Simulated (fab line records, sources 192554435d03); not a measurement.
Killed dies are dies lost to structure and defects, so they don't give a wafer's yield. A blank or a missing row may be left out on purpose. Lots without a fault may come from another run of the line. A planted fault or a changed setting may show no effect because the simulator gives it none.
Chamber matching | flow n5_finfet | N5_BEOL_M0_SAQP_STRIP_86 on rie_diel-03: 3 sister chambers
The step strips in N2/H2. 3 wafers are shown with their chamber, then 6 later ones without.

WAFERS WITH THEIR CHAMBER
wafer  | chamber | drypump_motor_current_A (A)
L087.5 | 0       | 6.4
L091.1 | 1       | 6.1
L091.2 | 3       | 5.6

WAFERS WITHOUT THEIR CHAMBER
wafer  | drypump_motor_current_A (A)
L091.4 | 6.4
L092.2 | 5.6
L092.6 | 6.3
L097.2 | 6.0
L097.5 | 6.4
L097.6 | 6.1

WHICH CHAMBER EACH WENT THROUGH
wafer  | from the rows above     | in truth
L091.4 | 0                       | 0
L092.2 | 3                       | 3
L092.6 | can't be placed: 0 or 1 | 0
L097.2 | 1                       | 1
L097.5 | 0                       | 0
L097.6 | 1                       | 1
Placed correctly: 5 of 6. Can't be placed from these rows: 1 (the true chamber is among the candidates in 1). Placed wrongly: 0.
How it was worked out, from the rows above alone: a wafer's distance from a chamber is the root of the sum, over the readings, of the square of ((its reading less the chamber's mean) divided by the reading's scatter). The wafer belongs to the nearest chamber; if the next one is less than 2 further off, it can't be placed. A chamber's mean is the mean of its shown wafers. The scatter: with one shown wafer a chamber, the root of the mean of the squares of how far each hidden wafer lies from its nearest shown one.
